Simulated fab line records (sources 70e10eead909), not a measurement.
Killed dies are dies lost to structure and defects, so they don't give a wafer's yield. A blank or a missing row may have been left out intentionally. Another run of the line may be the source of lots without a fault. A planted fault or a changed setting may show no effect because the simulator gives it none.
Matching of chambers | flow nandHarc | NHARC_A_STAIRCASE_DEP_417 on pecvd-01 has 3 sister chambers
The step deposits Si3N4, target thk 60 nm. 16 wafers are shown with their chamber, then 8 later ones without.

## WAFERS, EACH WITH ITS CHAMBER
wafer  | chamber | heaterPowerW (W)
L076.1 | 1       | 555
L076.2 | 2       | 662
L076.4 | 0       | 812
L077.1 | 1       | 526
L077.2 | 0       | 690
L077.3 | 2       | 786
L074.2 | 1       | 563
L074.5 | 2       | 738
L074.6 | 0       | 788
L084.2 | 0       | 716
L084.3 | 1       | 553
L084.5 | 1       | 551
L083.4 | 0       | 791
L083.5 | 2       | 782
L083.6 | 1       | 530
L091.1 | 1       | 494

SIGNATURES (averages over the wafers above)
reading      | chamber 0 | chamber 1 | chamber 2 | scatter within a chamber
heaterPowerW | 759.40    | 538.86    | 742.00    | 43.6
Rule: for each reading, subtract the chamber's mean from the wafer's reading, divide by that reading's scatter and square the result; add these up over the readings and take the root, which gives the wafer's distance from the chamber. If the next closest chamber is less than 2 further off than the closest, the wafer can't be placed; otherwise it belongs to the closest. The scatter is the square root of a quotient: the sum, over the shown wafers, of each reading's squared deviation from its chamber's mean, divided by wafers minus chambers.

## WAFERS WITH NO CHAMBER GIVEN
wafer  | heaterPowerW (W)
L091.2 | 813
L091.5 | 810
L093.1 | 522
L093.3 | 800
L093.5 | 531
L093.2 | 788
L093.4 | 807
L093.6 | 822

## WHICH CHAMBER EACH ONE RAN IN
wafer  | from the rows above     | in truth
L091.2 | can't be placed: 0 or 2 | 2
L091.5 | can't be placed: 0 or 2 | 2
L093.1 | 1                       | 1
L093.3 | can't be placed: 0 or 2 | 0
L093.5 | 1                       | 1
L093.2 | can't be placed: 0 or 2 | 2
L093.4 | can't be placed: 0 or 2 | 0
L093.6 | can't be placed: 0 or 2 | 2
Correct placement for 2 of the 8. Can't be placed from these rows: 6 (the true chamber is among the candidates in 6). Placed wrongly: 0.
